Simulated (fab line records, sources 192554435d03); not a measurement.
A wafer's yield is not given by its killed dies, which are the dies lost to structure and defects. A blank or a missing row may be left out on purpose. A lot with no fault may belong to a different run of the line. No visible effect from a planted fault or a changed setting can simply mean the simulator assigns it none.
fab line records	flow n5_finfet	part 1 of 2: steps 1 to 21 of 33
[record] lots = 5	wafers = 15	last_day = 21
route steps=1938 shown WELL_APT@54 PMOS_HMC_CHANNEL_EPI@57
lots with no fault: from the same line, run without faults
start_h: start of the lot's first displayed wafer, in hours after the record's first day	wait_h: how many hours have passed since the lot's step before this one	" same as the row above	L1.1+2: a single row standing in for several wafers	- no value present, or no start provided	* or withheld: withheld	< > ~ a bound
route shown NAME@n: names a module that has steps shown in the file, with the first one's number in the route	usual: mean and standard deviation over wafers with no fault	same: alike in all rows	chamber/n: place in a boat	sites: readings site by site	_std_site: the values' standard deviation	_edge_site: mean of outer sites minus mean of inner sites	radius_mm: for every site, how far away it sits from the centre of the wafer	mask NAME#n: copy n	behind: tool/chamber where the wafer was last shaped	hold: reason for holding the lot/hours on hold/outcome of the hold	device: the n, p or np transistor that did not switch	end of line: the tests these same wafers got at the end of their route	for a step that has no rows: nothing shown but its recipe	killed: dies that structure and defects cost at the first sort, which is not the same as the wafer's yield	map: a wafer's dies, x killed, . not, _ none there
set.NAME: the setting as run; set.NAME@STEP: as run at that earlier step	model.NAME: the simulator's own value behind a step, which no gauge read
lots seen at some steps along the route; tables by step, rows by wafer
services: the hour from which a tool's chamber was out of use, counted from the record's first day as start_h (under 0 if before that day), plus the number of hours and why
[[steps]]
[step N5_WELL_APT_SRD_37]
[recipe] dry = ipa_marangoni	do_ppb = 5	time_s = 30	temp_c = 23	rinse_liquid = diw
[usual] bath_heat_duty_pct = 3.7/0.52
lot.wafer	tool	chamber	start_h	wait_h	bath_heat_duty_pct
L077.1	wet_bench-05	5	34.77	0.0	4.2
L077.2	"	4	"	"	4.2
L077.4	"	7	"	"	3.3
L079.1	wet_bench-06	7	46.00	0.0	3.7
L079.5	"	6	"	"	3.9
L079.6	"	3	"	"	3.7
L093.2	wet_bench-05	3	130.11	0.0	3.3
L093.3	"	7	"	"	3.6
L093.4	"	1	"	"	2.9
L095.1	wet_bench-02	5	142.03	0.0	3.5
L095.4	"	4	"	"	4.0
L095.6	"	3	"	"	3.9
L097.3	wet_bench-06	5	154.36	0.0	3.1
L097.5	"	2	"	"	3.3
L097.6	"	7	"	"	4.0
[step N5_WELL_APT_EPI_41]
[recipe] material = Si	target_thk_a = 500	temp_c = 650	precursor = SiH4/H2	pressure_torr = 20	time_s = 297.7
[usual] chamber_pressure_Torr = 20.00/0.042	throttle_valve_pct = 11.55/0.15
lot.wafer	tool	chamber	start_h	wait_h	chamber_pressure_Torr	throttle_valve_pct
L077.1	epi_rpcvd-04	0	34.82	0.0	20.01	11.48
L077.2	"	0	"	"	20.00	11.28
L077.4	"	0	"	"	20.08	11.42
L079.1	epi_rpcvd-04	0	46.05	0.0	20.05	11.27
L079.5	"	0	"	"	20.01	11.59
L079.6	"	0	"	"	20.06	11.21
L093.2	epi_rpcvd-04	0	130.34	0.2	19.99	11.79
L093.3	"	0	"	"	20.00	11.49
L093.4	"	0	"	"	19.97	11.45
L095.1	epi_rpcvd-02	0	142.08	0.0	20.02	11.63
L095.4	"	0	"	"	19.96	11.42
L095.6	"	0	"	"	20.04	11.68
L097.3	epi_rpcvd-02	0	154.61	0.2	20.00	11.59
L097.5	"	0	"	"	20.02	11.65
L097.6	"	0	"	"	19.97	11.46
[step N5_WELL_APT_INSPECT_38]
[recipe] inspect_instrument = darkfield	mode = post_epi
[usual] raw_defect_count = 13/5.4
lot.wafer	tool	chamber	start_h	wait_h	raw_defect_count
L077.1	defect_inspect-02	-	35.45	0.5	15
L077.2	"	-	"	"	14
L077.4	"	-	"	"	16
L079.1	defect_inspect-01	-	46.69	0.5	29
L079.5	"	-	"	"	12
L079.6	"	-	"	"	17
L093.2	defect_inspect-02	-	131.26	0.7	12
L093.3	"	-	"	"	18
L093.4	"	-	"	"	15
L095.1	defect_inspect-01	-	142.71	0.5	26
L095.4	"	-	"	"	17
L095.6	"	-	"	"	11
L097.3	defect_inspect-01	-	155.05	0.3	18
L097.5	"	-	"	"	21
L097.6	"	-	"	"	11
[step N5_PMOS_HMC_CHANNEL_EPI_HM_DEP_34]
[recipe] material = SiO2	target_thk_a = 360	temp_c = 400	precursor = TEOS/O2	pressure_torr = 6.5	rf_w = 900	teos_flow_sccm = 161.4	gas = O2	flow_sccm = 2650	time_s = 6.9
[usual] chamber_pressure_Torr = 6.501/0.015	heater_power_w = 557/94	showerhead_plenum_p_Torr = 8.337/0.026	throttle_valve_pct = 18.4/1.2
lot.wafer	tool	chamber	start_h	wait_h	chamber_pressure_Torr	heater_power_w	showerhead_plenum_p_Torr	throttle_valve_pct
L077.1	pecvd-02	0	35.49	0.0	6.471	534	8.322	18.1
L077.2	"	1	"	"	6.522	566	8.371	19.0
L077.4	"	1	"	"	6.502	586	8.363	19.0
L079.1	pecvd-03	2	46.73	0.0	6.508	678	8.316	17.2
L079.5	"	1	"	"	6.480	537	8.360	19.6
L079.6	"	0	"	"	6.507	581	8.355	17.9
L093.2	pecvd-02	0	131.30	0.0	6.496	511	8.316	18.4
L093.3	"	1	"	"	6.531	592	8.369	19.0
L093.4	"	2	"	"	6.481	323	8.346	16.6
L095.1	pecvd-04	1	142.75	0.0	6.505	556	8.356	21.0
L095.4	"	0	"	"	6.493	653	8.320	18.3
L095.6	"	0	"	"	6.489	662	8.327	18.3
L097.3	pecvd-04	0	155.08	0.0	6.503	696	8.325	18.2
L097.5	"	2	"	"	6.503	564	8.361	17.3
L097.6	"	1	"	"	6.509	540	8.363	20.9
[step N5_PMOS_HMC_CHANNEL_EPI_COAT_31]
[recipe] resist = BARC	temp_c = 205	time_s = 60	spin_rpm = 1500	resist_thk_nm = 66
lot.wafer	tool	chamber	start_h	wait_h
L077.1+2+4	litho_track-03	0	35.56	0.1
L079.1+5+6	litho_track-04	0	46.78	0.0
L093.2+3+4	litho_track-03	0	131.35	0.0
L095.1+4+6	litho_track-05	0	142.82	0.1
L097.3+5+6	litho_track-05	0	155.14	0.0
[step N5_PMOS_HMC_CHANNEL_EPI_COAT_03]
[recipe] resist = CAR-ArF-block	spin_rpm = 1500	resist_thk_nm = 205
lot.wafer	tool	chamber	start_h	wait_h
L077.1+2+4	litho_track-03	0	-	-
L079.1+5+6	litho_track-04	0	-	-
L093.2+3+4	litho_track-03	0	-	-
L095.1+4+6	litho_track-05	0	-	-
L097.3+5+6	litho_track-05	0	-	-
[step N5_PMOS_HMC_CHANNEL_EPI_EBR_05]
[recipe] solvent = PGMEA	ebr_width_mm = 1.5
lot.wafer	tool	chamber	start_h	wait_h
L077.1+2+4	litho_track-03	0	-	-
L079.1+5+6	litho_track-04	0	-	-
L093.2+3+4	litho_track-03	0	-	-
L095.1+4+6	litho_track-05	0	-	-
L097.3+5+6	litho_track-05	0	-	-
[step N5_PMOS_HMC_CHANNEL_EPI_SOFTBAKE_04]
[recipe] temp_c = 110	time_s = 60	resist = CAR-ArF-block
lot.wafer	tool	chamber	start_h	wait_h
L077.1+2+4	litho_track-03	0	-	-
L079.1+5+6	litho_track-04	0	-	-
L093.2+3+4	litho_track-03	0	-	-
L095.1+4+6	litho_track-05	0	-	-
L097.3+5+6	litho_track-05	0	-	-
[step N5_PMOS_HMC_CHANNEL_EPI_EXPOSE_06]
[recipe] mask_id = PMOS_HMC_BLK	na = 1.35	source_shape = conventional	sigma_outer = 0.8	polarization = unpolarized	target_cd_nm = 240	dose_mj = 41
[same] na = 1.35
lot.wafer	tool	chamber	start_h	wait_h	mask
L077.1+2+4	arfi_scanner-03	0	35.78	-	PMOS_HMC_BLK#0
L079.1+5+6	arfi_scanner-01	0	47.01	-	PMOS_HMC_BLK#0
L093.2+3+4	arfi_scanner-01	0	131.46	-	PMOS_HMC_BLK#0
L095.1+4+6	arfi_scanner-01	0	143.04	-	PMOS_HMC_BLK#0
L097.3+5+6	arfi_scanner-02	0	155.25	-	PMOS_HMC_BLK#0
[step N5_PMOS_HMC_CHANNEL_EPI_PEB_07]
[recipe] peb_temp_c = 110	peb_time_s = 60	resist = CAR-ArF-block
[same] peb_time_s = 60
lot.wafer	tool	chamber	start_h	wait_h
L077.1+2+4	litho_track-05	0	35.84	0.1
L079.1+5+6	litho_track-04	0	47.06	0.1
L093.2+3+4	litho_track-05	0	131.51	0.0
L095.1+4+6	litho_track-03	0	143.10	0.1
L097.3+5+6	litho_track-04	0	155.30	0.0
[step N5_PMOS_HMC_CHANNEL_EPI_DEVELOP_08]
[recipe] develop_time_s = 30	developer = TMAH	resist = CAR-ArF-block	dev_temp_c = 23	rinse_liquid = diw	dry = air_spin
[usual] developer_temp_C = 23.02/0.094
lot.wafer	tool	chamber	start_h	wait_h	developer_temp_C
L077.1	litho_track-05	0	-	-	22.91
L077.2	"	0	"	"	22.93
L077.4	"	0	"	"	22.86
L079.1	litho_track-04	0	-	-	23.17
L079.5	"	0	"	"	22.92
L079.6	"	0	"	"	23.14
L093.2	litho_track-05	0	-	-	22.94
L093.3	"	0	"	"	22.83
L093.4	"	0	"	"	22.95
L095.1	litho_track-03	0	-	-	22.99
L095.4	"	0	"	"	23.06
L095.6	"	0	"	"	23.03
L097.3	litho_track-04	0	-	-	23.11
L097.5	"	0	"	"	22.94
L097.6	"	0	"	"	23.00
[step N5_PMOS_HMC_CHANNEL_EPI_CD_MEAS_09]
[recipe] target_cd_nm = 237.4	landing_energy_ev = 500	detector = se_inlens
[usual] cd_nm = 237.9/1.2
lot.wafer	tool	chamber	start_h	wait_h	cd_nm
L077.1	cd_sem-02	0	35.91	-	238.0
L077.2	"	0	"	"	238.8
L077.4	"	0	"	"	239.0
L079.1	cd_sem-02	0	47.13	-	237.9
L079.5	"	0	"	"	238.4
L079.6	"	0	"	"	239.9
L093.2	cd_sem-01	0	131.58	-	238.4
L093.3	"	0	"	"	237.1
L093.4	"	0	"	"	238.2
L095.1	cd_sem-02	0	143.17	-	238.0
L095.4	"	0	"	"	236.2
L095.6	"	0	"	"	238.2
L097.3	cd_sem-01	0	155.36	-	236.6
L097.5	"	0	"	"	237.1
L097.6	"	0	"	"	236.5
[step N5_PMOS_HMC_CHANNEL_EPI_OVL_MEAS_10]
[recipe] points_per_wafer = 44
[usual] PMOS_HMC_BLK_OVL = 0.0/0.68
lot.wafer	tool	chamber	start_h	wait_h	PMOS_HMC_BLK_OVL[nm]
L077.1	overlay-02	0	35.94	0.0	0.5
L077.2	"	0	"	"	1.0
L077.4	"	0	"	"	1.3
L079.1	overlay-01	0	47.16	0.0	0.5
L079.5	"	0	"	"	0.9
L079.6	"	0	"	"	0.9
L093.2	overlay-01	0	131.61	0.0	0.5
L093.3	"	0	"	"	0.2
L093.4	"	0	"	"	0.7
L095.1	overlay-01	0	143.20	0.0	-0.9
L095.4	"	0	"	"	-0.6
L095.6	"	0	"	"	-1.2
L097.3	overlay-01	0	155.39	0.0	0.1
L097.5	"	0	"	"	-0.2
L097.6	"	0	"	"	-0.5
[step N5_PMOS_HMC_CHANNEL_EPI_INSPECT_11]
[recipe] mode = adi	inspect_instrument = macro
[usual] raw_defect_count = 2.1/1.4
lot.wafer	tool	chamber	start_h	wait_h	raw_defect_count
L077.1	defect_inspect-01	-	35.96	0.0	2
L077.2	"	-	"	"	1
L077.4	"	-	"	"	3
L079.1	defect_inspect-02	-	47.18	0.0	1
L079.5	"	-	"	"	0
L079.6	"	-	"	"	3
L093.2	defect_inspect-01	-	131.63	0.0	6
L093.3	"	-	"	"	1
L093.4	"	-	"	"	2
L095.1	defect_inspect-01	-	143.22	0.0	0
L095.4	"	-	"	"	0
L095.6	"	-	"	"	2
L097.3	defect_inspect-01	-	155.42	0.0	2
L097.5	"	-	"	"	2
L097.6	"	-	"	"	2
[step N5_PMOS_HMC_CHANNEL_EPI_DESCUM_14]
[recipe] chemistry = O2	time_s = 7.9	source_power_w = 50	bias_power_w = 20	pressure_mtorr = 20	rf_frequency_hz = 2.712e+07	temp_c = 40	resist = CAR-ArF-block	o2_flow_sccm = 225
[usual] drypump_motor_current_A = 5.7/0.38	oes_product_au = 0.81/0.091	rf_vpp_V = 243.6/1.6	showerhead_plenum_p_Torr = 2.12/0.078	throttle_valve_pct = 20.3/0.31
lot.wafer	tool	chamber	start_h	wait_h	drypump_motor_current_A	oes_product_au	rf_hours_counter_h	rf_vpp_V	showerhead_plenum_p_Torr	throttle_valve_pct
L077.1	rie_diel-06	1	36.00	0.0	5.4	0.71	189	243.6	2.16	20.5
L077.2	"	0	"	"	6.3	0.87	51	242.2	2.13	20.2
L077.4	"	0	"	"	6.2	0.86	-	243.8	2.13	20.2
L079.1	rie_diel-06	0	47.22	0.0	6.2	0.85	55	244.2	2.13	20.2
L079.5	"	0	"	"	6.2	0.86	-	243.6	2.13	20.2
L079.6	"	2	"	"	5.2	0.69	-	245.1	2.12	20.2
L093.2	rie_diel-06	2	131.67	0.0	5.2	0.93	9	244.1	2.12	19.8
L093.3	"	3	"	"	5.4	0.93	17	241.8	2.02	20.1
L093.4	"	1	"	"	5.5	0.69	213	244.2	2.15	20.5
L095.1	rie_diel-03	2	143.25	0.0	6.3	0.88	50	243.8	2.21	20.2
L095.4	"	1	"	"	5.8	0.73	208	244.8	2.18	21.1
L095.6	"	2	"	"	6.2	0.88	-	244.5	2.21	20.2
L097.3	rie_diel-03	3	155.45	0.0	5.2	0.93	21	245.7	2.20	20.0
L097.5	"	1	"	"	5.8	0.72	-	245.8	2.18	21.1
L097.6	"	0	"	"	6.1	0.83	-	243.3	2.13	20.2
[step N5_PMOS_HMC_CHANNEL_EPI_ETCH_32]
[recipe] chemistry = N2/H2	target = BARC	stop_on = SiO2	target_depth_a = 858	over_etch_frac = 0.3	time_s = 50.3	ion_energy_ev = 200	mask_material = CAR-ArF-block	pressure_mtorr = 30	source_w = 840	bias_w = 150	n2_flow_sccm = 200	h2_flow_sccm = 200
[usual] drypump_motor_current_A = 5.7/0.38	oes_product_au = 0.69/0.075	rf_vpp_V = 524.8/2.6	showerhead_plenum_p_Torr = 2.57/0.1	throttle_valve_pct = 17.8/0.3
lot.wafer	tool	chamber	start_h	wait_h	drypump_motor_current_A	oes_product_au	rf_hours_counter_h	rf_vpp_V	showerhead_plenum_p_Torr	throttle_valve_pct
L077.1	rie_diel-06	1	36.03	0.0	5.5	0.62	189	526.7	2.62	17.8
L077.2	"	0	"	"	6.2	0.72	51	525.5	2.55	17.3
L077.4	"	0	"	"	6.2	0.71	-	525.5	2.55	17.3
L079.1	rie_diel-06	0	47.25	0.0	6.3	0.71	55	525.6	2.55	17.3
L079.5	"	0	"	"	6.3	0.71	-	525.7	2.55	17.3
L079.6	"	2	"	"	5.2	0.59	-	525.3	2.61	17.9
L093.2	rie_diel-06	2	131.70	0.0	5.2	0.79	9	525.4	2.61	17.5
L093.3	"	3	"	"	5.4	0.78	17	522.9	2.47	17.5
L093.4	"	1	"	"	5.5	0.60	213	525.9	2.61	17.9
L095.1	rie_diel-03	2	143.29	0.0	6.3	0.75	50	528.9	2.71	17.8
L095.4	"	1	"	"	5.8	0.61	208	524.9	2.60	18.3
L095.6	"	2	"	"	6.3	0.76	-	528.7	2.71	17.8
L097.3	rie_diel-03	3	155.48	0.0	5.2	0.80	21	528.1	2.72	17.8
L097.5	"	1	"	"	5.8	0.61	-	527.2	2.60	18.3
L097.6	"	0	"	"	6.1	0.68	-	524.7	2.56	17.4
[step N5_PMOS_HMC_CHANNEL_EPI_HM_OPEN_15]
[recipe] chemistry = CHF3/O2	target = SiO2	mask_material = CAR-ArF-block	target_depth_a = 406	CHF3_flow_sccm = 50	O2_flow_sccm = 5	Ar_flow_sccm = 200	time_s = 20.3	pressure_mtorr = 30	source_w = 650	bias_w = 170	ion_energy_ev = 200
[usual] drypump_motor_current_A = 5.7/0.38	oes_product_au = 0.81/0.093	rf_vpp_V = 521/11	showerhead_plenum_p_Torr = 2.44/0.081	throttle_valve_pct = 18.79/0.26
lot.wafer	tool	chamber	start_h	wait_h	drypump_motor_current_A	oes_product_au	rf_hours_counter_h	rf_vpp_V	showerhead_plenum_p_Torr	throttle_valve_pct
L077.1	rie_diel-06	1	36.07	0.0	5.5	0.71	189	521	2.48	18.93
L077.2	"	0	"	"	6.2	0.85	51	512	2.43	18.58
L077.4	"	0	"	"	6.2	0.85	-	511	2.43	18.57
L079.1	rie_diel-06	0	47.29	0.0	6.3	0.85	55	513	2.43	18.57
L079.5	"	0	"	"	6.2	0.84	-	510	2.43	18.58
L079.6	"	2	"	"	5.2	0.68	-	500	2.48	18.90
L093.2	rie_diel-06	2	131.74	0.0	5.2	0.92	9	499	2.48	18.51
L093.3	"	3	"	"	5.4	0.92	17	535	2.37	18.82
L093.4	"	1	"	"	5.5	0.68	213	519	2.47	18.98
L095.1	rie_diel-03	2	143.33	0.0	6.3	0.89	50	523	2.52	18.58
L095.4	"	1	"	"	5.8	0.71	208	517	2.46	19.30
L095.6	"	2	"	"	6.3	0.89	-	525	2.52	18.59
L097.3	rie_diel-03	3	155.53	0.0	5.2	0.92	21	516	2.57	18.76
L097.5	"	1	"	"	5.8	0.70	-	517	2.46	19.30
L097.6	"	0	"	"	6.1	0.83	-	535	2.41	18.44
[step N5_PMOS_HMC_CHANNEL_EPI_STRIP_33]
[recipe] chemistry = N2/H2	power_w = 500	temp_c = 40	pressure_mtorr = 50	rf_frequency_hz = 6e+07	overash_fraction = 0.3	bias_power_w = 8	h2_frac = 0.5	n2_flow_sccm = 300	h2_flow_sccm = 300
[usual] drypump_motor_current_A = 5.7/0.38	oes_product_au = 0.81/0.092	rf_vpp_V = 54.4/1.6	showerhead_plenum_p_Torr = 3.40/0.13	throttle_valve_pct = 18.8/0.52
lot.wafer	tool	chamber	start_h	wait_h	drypump_motor_current_A	oes_product_au	rf_hours_counter_h	rf_vpp_V	showerhead_plenum_p_Torr	throttle_valve_pct
L077.1	rie_diel-06	1	36.13	0.0	5.5	0.71	189	56.3	3.46	18.7
L077.2	"	0	"	"	6.2	0.85	51	56.9	3.37	18.0
L077.4	"	0	"	"	6.2	0.87	-	54.7	3.37	18.0
L079.1	rie_diel-06	0	47.35	0.0	6.2	0.86	55	57.2	3.37	18.0
L079.5	"	0	"	"	6.2	0.86	-	52.5	3.37	18.0
L079.6	"	2	"	"	5.2	0.69	-	55.2	3.45	18.9
L093.2	rie_diel-06	2	131.80	0.0	5.2	0.92	9	55.8	3.44	18.6
L093.3	"	3	"	"	5.4	0.93	17	53.9	3.27	18.3
L093.4	"	1	"	"	5.5	0.69	213	54.1	3.44	18.7
L095.1	rie_diel-03	2	143.39	0.0	6.3	0.87	50	55.7	3.58	19.0
L095.4	"	1	"	"	5.8	0.71	208	54.7	3.44	19.5
L095.6	"	2	"	"	6.3	0.89	-	54.0	3.58	18.9
L097.3	rie_diel-03	3	155.58	0.0	5.2	0.92	21	52.6	3.59	19.3
L097.5	"	1	"	"	5.8	0.73	-	57.0	3.44	19.5
L097.6	"	0	"	"	6.2	0.81	-	52.3	3.38	18.2
[step N5_PMOS_HMC_CHANNEL_EPI_STRIP_17]
[recipe] chemistry = SPM	time_s = 750	temp_c = 130	h2so4_h2o2_vol_ratio = 4	dry = ipa_marangoni
[usual] bath_heat_duty_pct = 15.2/1.6
lot.wafer	tool	chamber	start_h	wait_h	bath_heat_duty_pct
L077.1	wet_bench-01	4	36.20	-	15.4
L077.2	"	7	"	"	16.0
L077.4	"	3	"	"	15.9
L079.1	wet_bench-03	2	47.42	-	15.0
L079.5	"	0	"	"	16.2
L079.6	"	4	"	"	15.5
L093.2	wet_bench-03	6	131.87	-	14.0
L093.3	"	2	"	"	15.6
L093.4	"	3	"	"	15.8
L095.1	wet_bench-03	3	143.45	-	17.7
L095.4	"	6	"	"	15.5
L095.6	"	0	"	"	13.8
L097.3	wet_bench-03	0	155.65	-	14.5
L097.5	"	7	"	"	14.6
L097.6	"	1	"	"	15.0
[step N5_PMOS_HMC_CHANNEL_EPI_ETCH_38]
[recipe] chemistry = CF4	target = SiO2	target_depth_a = 15	ion_energy_ev = 350	pressure_mtorr = 10	icp_w = 800	bias_w = 400	cf4_flow_sccm = 80
[usual] drypump_motor_current_A = 5.7/0.49	oes_product_au = 1.017/0.029	throttle_valve_pct = 21.71/0.22
lot.wafer	tool	chamber	start_h	wait_h	drypump_motor_current_A	oes_product_au	rf_hours_counter_h	throttle_valve_pct
L077.1	rie_si-06	2	36.43	0.0	5.0	0.970	195	22.03
L077.2	"	1	"	"	5.6	1.023	178	21.58
L077.4	"	3	"	"	6.4	0.979	17	21.78
L079.1	rie_si-06	2	47.65	0.0	4.9	0.982	196	22.03
L079.5	"	1	"	"	5.6	1.022	-	21.57
L079.6	"	2	"	"	4.9	0.978	-	22.01
L093.2	rie_si-03	3	132.10	0.0	5.2	1.016	160	22.12
L093.3	"	0	"	"	5.1	1.015	54	21.47
L093.4	"	1	"	"	6.4	1.037	127	21.72
L095.1	rie_si-06	0	143.69	0.0	5.8	1.070	9	21.57
L095.4	"	1	"	"	5.6	1.032	179	21.59
L095.6	"	1	"	"	5.6	1.027	-	21.58
L097.3	rie_si-06	3	155.89	0.0	6.4	0.975	20	21.77
L097.5	"	0	"	"	5.8	1.063	-	21.55
L097.6	"	1	"	"	5.6	1.027	-	21.56
[step N5_PMOS_HMC_CHANNEL_EPI_FIN_RECESS_16]
[recipe] chemistry = HBr/Cl2	target = Si	mask_material = SiO2	target_depth_a = 540	time_s = 18	pressure_mtorr = 10	icp_w = 800	bias_w = 75	HBr_flow_sccm = 150	Cl2_flow_sccm = 80
[usual] drypump_motor_current_A = 5.7/0.49	oes_product_au = 1.014/0.022	throttle_valve_pct = 35.4/0.36
lot.wafer	tool	chamber	start_h	wait_h	drypump_motor_current_A	oes_product_au	rf_hours_counter_h	throttle_valve_pct
L077.1	rie_si-06	2	36.45	0.0	5.0	0.998	195	35.3
L077.2	"	1	"	"	5.6	1.037	178	34.9
L077.4	"	3	"	"	6.3	0.996	17	35.8
L079.1	rie_si-06	2	47.67	0.0	5.0	0.995	196	35.3
L079.5	"	1	"	"	5.6	1.031	-	34.9
L079.6	"	2	"	"	5.0	0.999	-	35.3
L093.2	rie_si-03	3	132.12	0.0	5.2	1.025	160	35.6
L093.3	"	0	"	"	5.0	1.005	54	35.2
L093.4	"	1	"	"	6.4	1.008	127	35.8
L095.1	rie_si-06	0	143.71	0.0	5.8	1.052	9	35.3
L095.4	"	1	"	"	5.6	1.019	179	34.9
L095.6	"	1	"	"	5.6	1.023	-	34.9
L097.3	rie_si-06	3	155.91	0.0	6.4	0.991	20	35.8
L097.5	"	0	"	"	5.8	1.056	-	35.3
L097.6	"	1	"	"	5.6	1.027	-	34.9
